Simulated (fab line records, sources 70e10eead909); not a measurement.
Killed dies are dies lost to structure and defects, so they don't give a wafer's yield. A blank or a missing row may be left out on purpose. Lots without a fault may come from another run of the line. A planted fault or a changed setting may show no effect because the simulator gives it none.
fab line records | flow nand_harc | part 1 of 2: steps 1 to 4 of 6
record lots=21 wafers=63 last_day=34
route steps=1302 shown A_STAIRCASE@848 A_SGD_CUT@905 A_SLIT@938 A_WL_FILL@967
lots that met no fault: from a run of the same line without faults
start_h: hours from the record's first day to the start of the lot's first wafer shown | wait_h: hours since the lot's step before | " the same as in the row above | L1.1+2: a row that stands for several wafers | - no value, or no start given | * or withheld: withheld | < > ~ a bound
route shown NAME@n: a module of which the file shows steps, and the number in the route of the first | usual: mean/standard deviation of fault-free wafers | same: alike in all rows | chamber/n: place in a boat | sites: the reading at each site | _std_site: their standard deviation | _edge_site: outer sites' mean less inner sites' | radius_mm: how far each site lies from the wafer's centre | mask NAME#n: copy n | behind: the tool/chamber that last shaped the wafer | hold: why the lot was held/for how many hours/how that ended | device: the transistor (n, p or np) that didn't switch | end of line: the same wafers' tests at the end of the route | a step without rows: its recipe alone | killed: dies lost to structure and defects at the first sort, not the wafer's yield | map: a wafer's dies, x killed, . not, _ none there
set.NAME: the setting as run; set.NAME@STEP: as run at that earlier step | model.NAME: the simulator's own value behind a step, which no gauge read
steps of the route over a sample of lots; a table a step, a row a wafer
services: from which hour (start_h, from the record's first day; less than 0 if before it) a tool's chamber was out of use, for how many hours, and why
## steps
# step NHARC_A_STAIRCASE_ALD_420
# recipe target_thk_a=200 pulse_time_s=6 ald_cycles=200 temp_c=300 material=SiO2
# usual heater_power_w=467/46 precursor_pulse_height_rel=0.998/0.02
# same ald_cycles=200
# columns lot.wafer tool chamber start_h wait_h heater_power_w precursor_pulse_height_rel
L074.3 ald_hk-01 1 404.76 - 405 1.014
L074.1 " 0 " " 430 0.970
L074.6 " 2 " " 551 0.976
L075.2 ald_hk-03 0 405.77 - 470 0.992
L075.1 " 1 " " 519 0.994
L075.5 " 0 " " 475 0.999
L076.3 ald_hk-03 1 410.68 - 519 0.960
L076.1 " 0 " " 477 1.001
L076.5 " 2 " " 412 1.007
L077.2 ald_hk-02 0 425.29 - 485 0.977
L077.3 " 2 " " 489 0.996
L077.5 " 0 " " 473 0.955
L078.2 ald_hk-03 2 429.13 - 410 1.012
L078.3 " 0 " " 473 0.994
L078.5 " 2 " " 408 0.975
L079.3 ald_hk-01 3 444.94 - 515 1.011
L079.5 " 1 " " 397 1.002
L079.6 " 2 " " 546 1.008
L081.1 ald_hk-03 0 465.40 - 484 0.998
L081.2 " 1 " " 522 0.988
L081.5 " 3 " " 477 1.003
L082.3 ald_hk-03 0 470.72 - 476 1.014
L082.2 " 1 " " 540 0.976
L082.5 " 3 " " 474 0.994
L083.4 ald_hk-02 0 489.35 - 484 1.007
L083.2 " 1 " " 433 0.990
L083.1 " 2 " " 497 0.977
L084.2 ald_hk-01 1 495.97 - 376 0.968
L084.5 " 3 " " 502 0.994
L084.6 " 0 " " 420 1.004
L085.4 ald_hk-01 1 510.95 - 381 0.989
L085.3 " 3 " " 506 0.969
L085.5 " 1 " " 386 1.002
L086.3 ald_hk-01 1 511.73 - 389 1.025
L086.5 " 1 " " 374 1.040
L086.6 " 2 " " 535 0.983
L090.3 ald_hk-02 0 544.68 - 465 0.986
L090.5 " 3 " " 501 0.983
L090.6 " 0 " " 453 0.992
L087.3 ald_hk-01 0 548.89 - 433 0.985
L087.1 " 1 " " 381 1.005
L087.6 " 3 " " 513 0.984
L088.4 ald_hk-03 3 552.78 - 467 0.991
L088.6 " 2 " " 431 1.012
L088.5 " 3 " " 474 1.016
L092.4 ald_hk-02 0 560.16 - 445 0.966
L092.3 " 1 " " 410 0.978
L092.1 " 2 " " 484 0.992
L091.2 ald_hk-02 1 563.70 - 409 0.977
L091.1 " 2 " " 487 0.986
L091.5 " 3 " " 492 1.031
L094.3 ald_hk-01 0 590.61 - 425 0.999
L094.2 " 1 " " 391 0.995
L094.4 " 2 " " 548 0.978
L093.1 ald_hk-02 2 590.61 - 469 1.047
L093.2 " 3 " " 493 0.961
L093.6 " 3 " " 486 0.990
L095.2 ald_hk-02 1 613.90 - 410 0.965
L095.1 " 2 " " 486 1.005
L095.5 " 1 " " 414 1.029
L097.1 ald_hk-02 1 637.89 - 421 1.009
L097.3 " 2 " " 485 1.014
L097.5 " 0 " " 444 0.986
# step NHARC_A_STAIRCASE_DESCUM_443
# recipe time_s=3 o2_flow_sccm=200 ar_flow_sccm=0 bias_power_w=0 chemistry=O2
# usual drypump_motor_current_A=5.8/0.36 o2_flow_sccm=200.0/0.59 oes_product_au=1.000/0.017 rf_vpp_V=57.8/0.97 showerhead_plenum_p_Torr=1.94/0.09 throttle_valve_pct=11.311/0.0092
# columns lot.wafer tool chamber start_h wait_h drypump_motor_current_A o2_flow_sccm oes_product_au rf_hours_counter_h rf_vpp_V showerhead_plenum_p_Torr throttle_valve_pct
L075.2 rie_diel-05 0 439.54 - 6.7 198.6 1.025 6 55.7 1.84 11.308
L075.1 " 1 " " 6.1 200.2 0.997 6 57.6 2.04 11.305
L075.5 " 1 " " 6.1 200.7 0.996 - 58.7 2.04 11.329
L074.1 rie_diel-10 3 440.51 - 5.9 199.5 0.991 4 59.3 2.08 11.314
L074.3 " 0 " " 5.6 200.7 0.988 4 58.3 1.90 11.312
L074.6 " 0 " " 5.7 200.8 1.000 - 59.0 1.90 11.316
L076.3 rie_diel-05 1 446.17 - 6.1 199.7 0.992 11 57.7 2.04 11.301
L076.1 " 0 " " 6.6 200.0 1.028 10 59.5 1.84 11.322
L076.5 " 1 " " 6.1 199.7 0.996 - 58.1 2.04 11.306
L077.3 rie_diel-10 1 459.56 - 5.2 198.9 0.985 2 58.7 1.94 11.304
L077.2 " 2 " " 5.7 200.0 0.994 14 57.5 1.89 11.315
L077.5 " 0 " " 5.7 200.5 0.995 - 56.3 1.89 11.307
L078.2 rie_diel-05 1 459.70 - 6.1 199.8 0.987 17 58.8 2.03 11.312
L078.3 " 3 " " 5.9 199.4 1.017 7 56.2 1.78 11.311
L078.5 " 1 " " 6.1 200.7 0.989 - 57.2 2.03 11.312
L079.3 rie_diel-10 3 478.06 - 5.9 200.0 1.010 21 57.2 2.07 11.323
L079.5 " 0 " " 5.7 200.0 0.987 - 58.8 1.89 11.302
L079.6 " 1 " " 5.2 200.1 0.989 - 58.0 1.94 11.313
L081.2 rie_diel-10 2 502.48 - 5.7 200.0 0.996 28 57.5 1.88 11.299
L081.1 " 0 " " 5.7 200.6 0.991 25 59.1 1.89 11.308
L081.5 " 2 " " 5.7 200.4 0.988 - 57.1 1.88 11.312
L082.2 rie_diel-05 0 512.24 - 6.6 200.1 1.019 28 58.8 1.84 11.313
L082.3 " 1 " " 6.1 199.5 0.981 28 57.0 2.03 11.307
L082.5 " 3 " " 5.9 199.7 1.014 - 57.5 1.78 11.305
L083.4 rie_diel-10 0 524.31 - 5.6 200.3 0.979 33 56.2 1.89 11.306
L083.1 " 1 " " 5.2 200.6 0.993 20 57.9 1.94 11.316
L083.2 " 2 " " 5.7 199.5 0.989 36 56.2 1.88 11.305
L084.2 rie_diel-11 0 524.36 - 5.6 199.0 0.988 23 58.4 1.99 11.303
L084.5 " 2 " " 6.1 198.8 0.972 - 58.6 2.03 11.301
L084.6 " 3 " " 6.0 200.6 1.013 - 58.1 1.90 11.319
L086.3 rie_diel-10 1 547.28 - 5.2 200.7 0.990 29 57.3 1.94 11.304
L086.5 " 1 " " 5.2 200.4 1.008 - 58.7 1.94 11.300
L086.6 " 2 " " 5.7 198.8 1.004 - 57.7 1.87 11.302
L085.3 rie_diel-05 2 547.45 - 6.2 200.0 0.995 41 57.0 1.79 11.293
L085.4 " 3 " " 5.9 199.6 1.036 34 57.2 1.78 11.312
L085.5 " 2 " " 6.2 200.9 1.012 - 57.6 1.79 11.302
L087.1 rie_diel-05 0 579.71 - 6.6 199.9 1.028 49 58.1 1.83 11.306
L087.3 " 3 " " 5.9 199.8 1.049 45 56.4 1.77 11.337
L087.6 " 1 " " 6.1 200.5 0.987 - 57.1 2.02 11.320
L090.3 rie_diel-11 2 579.91 - 6.1 201.0 0.974 41 58.4 2.03 11.309
L090.5 " 2 " " 6.1 200.9 0.983 - 57.1 2.03 11.313
L090.6 " 3 " " 6.0 201.5 1.032 - 57.2 1.89 11.304
L088.4 rie_diel-11 0 587.50 - 5.6 200.7 0.991 44 58.7 1.98 11.307
L088.6 " 1 " " 5.5 199.6 0.980 - 58.9 2.04 11.306
L088.5 " 2 " " 6.1 200.0 0.981 - 59.0 2.03 11.326
L091.2 rie_diel-11 1 592.79 - 5.5 199.9 0.984 48 58.2 2.04 11.310
L091.1 " 3 " " 6.1 200.2 1.025 52 57.6 1.89 11.312
L091.5 " 2 " " 6.2 200.6 0.982 - 58.4 2.03 11.319
L092.1 rie_diel-11 3 592.85 - 6.0 200.3 1.024 52 57.7 1.89 11.321
L092.3 " 0 " " 5.6 199.9 0.993 49 59.4 1.98 11.313
L092.4 " 1 " " 5.4 201.1 0.990 48 58.8 2.04 11.313
L094.4 rie_diel-11 1 624.62 - 5.4 199.1 0.985 2 58.8 2.04 11.315
L094.2 " 2 " " 6.1 199.7 0.995 2 58.5 2.02 11.325
L094.3 " 3 " " 6.0 200.0 1.009 1 56.1 1.89 11.301
L093.2 rie_diel-10 3 624.77 - 5.8 200.6 1.019 4 58.5 2.05 11.304
L093.1 " 1 " " 5.1 199.9 0.988 5 58.5 1.93 11.317
L093.6 " 3 " " 5.9 200.2 1.018 - 57.8 2.05 11.312
L095.2 rie_diel-10 2 648.26 - 5.7 200.7 0.997 10 58.3 1.87 11.323
L095.1 " 3 " " 5.9 200.9 1.007 12 58.7 2.05 11.319
L095.5 " 0 " " 5.6 200.0 1.016 - 56.9 1.87 11.315
L097.1 rie_diel-10 1 681.03 - 5.2 200.5 1.004 21 57.5 1.92 11.297
L097.3 " 0 " " 5.7 200.6 1.017 26 58.9 1.87 11.307
L097.5 " 1 " " 5.1 200.5 0.997 - 56.7 1.92 11.301
# step NHARC_A_SGD_CUT_ETCH_58
# recipe target_depth_a=390 over_etch_frac=0.3 time_s=65 ion_energy_ev=80 cf4_flow_sccm=150 ar_flow_sccm=0 rf_w=300 bias_w=100 chemistry=CF4
# usual drypump_motor_current_A=5.8/0.46 oes_product_au=0.999/0.014 rf_vpp_V=151.0/1.3 showerhead_plenum_p_Torr=1.76/0.065 throttle_valve_pct=13.284/0.0094
# columns lot.wafer tool chamber start_h wait_h drypump_motor_current_A oes_product_au rf_hours_counter_h rf_vpp_V showerhead_plenum_p_Torr throttle_valve_pct
L075.1 rie_diel-04 1 448.82 0.1 6.4 1.013 7 153.0 1.85 13.276
L075.2 " 3 " " 6.5 1.002 6 150.7 1.75 13.273
L075.5 " 0 " " 6.0 0.991 - 149.3 1.66 13.280
L074.1 rie_diel-09 3 449.75 0.1 5.5 0.977 6 150.2 1.74 13.274
L074.3 " 0 " " 6.5 0.997 6 148.9 1.65 13.287
L074.6 " 2 " " 4.8 0.987 - 150.7 1.77 13.281
L076.1 rie_diel-04 1 454.25 0.1 6.4 1.007 7 153.8 1.85 13.305
L076.3 " 3 " " 6.5 0.988 7 151.1 1.74 13.286
L076.5 " 0 " " 6.0 0.987 - 148.8 1.66 13.299
L077.2 rie_diel-08 2 467.68 0.1 6.3 0.997 8 149.5 1.69 13.275
L077.3 " 0 " " 5.8 0.998 7 151.3 1.80 13.279
L077.5 " 0 " " 5.8 0.992 - 151.4 1.80 13.289
L078.2 rie_diel-09 3 467.93 0.1 5.5 0.988 7 150.1 1.74 13.279
L078.3 " 2 " " 4.9 1.003 7 152.1 1.77 13.281
L078.5 " 0 " " 6.4 0.996 - 149.5 1.65 13.283
L079.3 rie_diel-08 3 486.10 0.1 5.9 1.011 9 153.5 1.87 13.286
L079.6 " 3 " " 5.9 1.005 - 151.4 1.87 13.267
L079.5 " 0 " " 5.8 1.010 - 152.3 1.80 13.297
L081.1 rie_diel-09 3 510.66 0.1 5.5 0.988 0 150.8 1.74 13.261
L081.2 " 1 " " 5.4 1.001 0 151.2 1.79 13.294
L081.5 " 2 " " 4.8 1.001 - 151.3 1.77 13.291
L082.3 rie_diel-08 0 520.45 0.1 5.8 0.989 11 151.8 1.80 13.287
L082.2 " 1 " " 5.6 0.981 12 152.8 1.74 13.285
L082.5 " 0 " " 5.8 0.986 - 151.0 1.80 13.281
L083.4 rie_diel-08 0 532.40 0.1 5.8 0.993 13 152.1 1.80 13.274
L083.2 " 2 " " 6.3 0.993 14 151.5 1.69 13.291
L083.1 " 3 " " 5.9 1.015 13 152.6 1.87 13.299
L084.2 rie_diel-09 3 532.70 0.1 5.5 0.991 1 151.8 1.74 13.287
L084.5 " 1 " " 5.4 1.016 - 151.7 1.79 13.293
L084.6 " 2 " " 4.8 1.011 - 149.9 1.77 13.295
L086.3 rie_diel-08 2 555.26 0.1 6.3 0.987 0 149.4 1.69 13.291
L086.5 " 0 " " 5.8 0.994 - 151.0 1.80 13.275
L086.6 " 1 " " 5.7 0.967 - 149.6 1.74 13.301
L085.4 rie_diel-04 0 555.65 0.1 6.0 1.006 1 149.9 1.66 13.297
L085.3 " 2 " " 6.1 1.007 1 149.8 1.74 13.287
L085.5 " 3 " " 6.5 1.006 - 150.7 1.74 13.292
L087.1 rie_diel-08 3 588.07 0.1 5.9 1.017 2 151.5 1.87 13.293
L087.3 " 1 " " 5.7 0.973 2 151.5 1.74 13.279
L087.6 " 2 " " 6.3 0.989 - 149.4 1.69 13.297
L090.3 rie_diel-09 2 588.25 0.1 4.8 1.011 3 149.7 1.77 13.285
L090.6 " 1 " " 5.4 1.013 - 150.6 1.79 13.294
L090.5 " 2 " " 4.8 1.009 - 151.2 1.77 13.282
L088.4 rie_diel-09 2 595.85 0.1 4.8 1.009 4 151.9 1.77 13.267
L088.6 " 2 " " 4.8 1.011 - 153.4 1.77 13.286
L088.5 " 3 " " 5.5 1.000 - 150.7 1.74 13.266
L091.1 rie_diel-09 1 601.41 0.1 5.4 1.012 4 151.8 1.79 13.285
L091.2 " 3 " " 5.5 0.996 4 151.2 1.74 13.293
L091.5 " 1 " " 5.4 1.007 - 152.5 1.79 13.285
L092.1 rie_diel-08 0 603.84 0.1 5.8 1.007 3 150.3 1.80 13.295
L092.3 " 1 " " 5.6 0.974 3 152.1 1.74 13.269
L092.4 " 3 " " 5.9 1.022 3 151.8 1.87 13.274
L094.2 rie_diel-08 2 632.80 0.1 6.3 0.991 5 151.2 1.69 13.280
L094.3 " 3 " " 5.9 1.019 5 152.0 1.87 13.282
L094.4 " 0 " " 5.8 0.992 5 152.0 1.80 13.275
L093.2 rie_diel-09 2 632.97 0.1 4.8 1.013 5 152.1 1.77 13.260
L093.1 " 1 " " 5.4 1.002 6 150.9 1.79 13.280
L093.6 " 2 " " 4.8 1.001 - 152.0 1.77 13.274
L095.2 rie_diel-08 2 656.62 0.1 6.3 1.011 7 149.3 1.69 13.275
L095.1 " 1 " " 5.7 0.953 6 151.7 1.74 13.287
L095.5 " 3 " " 5.9 1.032 - 151.5 1.87 13.287
L097.3 rie_diel-04 3 689.16 0.1 6.5 1.005 9 149.8 1.74 13.287
L097.1 " 0 " " 6.0 1.020 8 150.0 1.66 13.280
L097.5 " 1 " " 6.4 0.992 - 152.9 1.85 13.295
# step NHARC_A_SGD_CUT_ETCH_16
# recipe target_depth_a=3105 time_s=155.2 c4f8_flow_sccm=withheld o2_flow_sccm=8 ar_flow_sccm=withheld rf_w=600 bias_w=800 chemistry=C4F8/O2/Ar
# usual oes_product_au=0.970/0.017 rf_vpp_V=723/3.9
# columns lot.wafer tool chamber start_h wait_h oes_product_au rf_hours_counter_h rf_vpp_V
L075.1 rie_diel-04 1 - - 0.969 7 729
L075.2 " 3 " " 0.954 6 722
L075.5 " 0 " " 0.945 - 717
L074.1 rie_diel-09 1 - - 0.979 6 724
L074.3 " 2 " " 0.980 6 723
L074.6 " 1 " " 0.977 - 726
L076.1 rie_diel-04 3 - - 0.970 7 722
L076.3 " 1 " " 0.987 8 729
L076.5 " 1 " " 0.982 - 729
L077.2 rie_diel-08 3 - - 0.978 7 729
L077.3 " 0 " " 0.969 7 726
L077.5 " 3 " " 0.974 - 729
L078.2 rie_diel-09 3 - - 0.965 7 720
L078.3 " 1 " " 0.981 7 724
L078.5 " 3 " " 0.971 - 722
L079.3 rie_diel-08 3 - - 0.980 9 729
L079.5 " 3 " " 0.985 - 731
L079.6 " 0 " " 0.974 - 726
L081.1 rie_diel-09 3 - - 0.950 0 722
L081.2 " 0 " " 0.955 0 716
L081.5 " 2 " " 0.962 - 722
L082.2 rie_diel-08 0 - - 0.980 11 724
L082.3 " 2 " " 0.971 13 718
L082.5 " 0 " " 0.985 - 726
L083.2 rie_diel-08 0 - - 0.974 13 724
L083.4 " 1 " " 0.945 14 721
L083.1 " 3 " " 0.977 13 728
L084.2 rie_diel-09 1 - - 0.981 1 726
L084.6 " 1 " " 0.980 - 725
L084.5 " 2 " " 0.972 - 723
L086.3 rie_diel-08 2 - - 0.965 0 718
L086.6 " 2 " " 0.955 - 720
L086.5 " 3 " " 1.010 - 729
L085.3 rie_diel-04 3 - - 0.999 1 721
L085.4 " 0 " " 1.003 1 715
L085.5 " 3 " " 0.984 - 723
L087.1 rie_diel-08 1 - - 0.947 2 722
L087.3 " 3 " " 0.996 2 729
L087.6 " 1 " " 0.950 - 722
L090.3 rie_diel-09 3 - - 0.977 4 722
L090.6 " 0 " " 0.966 - 717
L090.5 " 1 " " 0.980 - 724
L088.4 rie_diel-09 1 - - 0.989 4 725
L088.6 " 3 " " 0.979 - 722
L088.5 " 0 " " 0.968 - 716
L091.1 rie_diel-09 1 - - 0.976 4 724
L091.2 " 2 " " 0.994 4 723
L091.5 " 2 " " 0.989 - 724
L092.4 rie_diel-08 0 - - 0.940 4 725
L092.3 " 1 " " 0.925 4 721
L092.1 " 2 " " 0.946 4 719
L094.2 rie_diel-08 0 - - 0.975 5 725
L094.4 " 1 " " 0.946 6 722
L094.3 " 3 " " 0.998 5 727
L093.2 rie_diel-09 1 - - 0.961 6 725
L093.1 " 2 " " 0.967 6 723
L093.6 " 1 " " 0.973 - 724
L095.1 rie_diel-08 2 - - 0.998 7 719
L095.2 " 1 " " 0.935 7 721
L095.5 " 3 " " 0.976 - 729
L097.3 rie_diel-04 2 - - 0.961 9 722
L097.1 " 3 " " 0.948 9 721
L097.5 " 2 " " 0.963 - 722
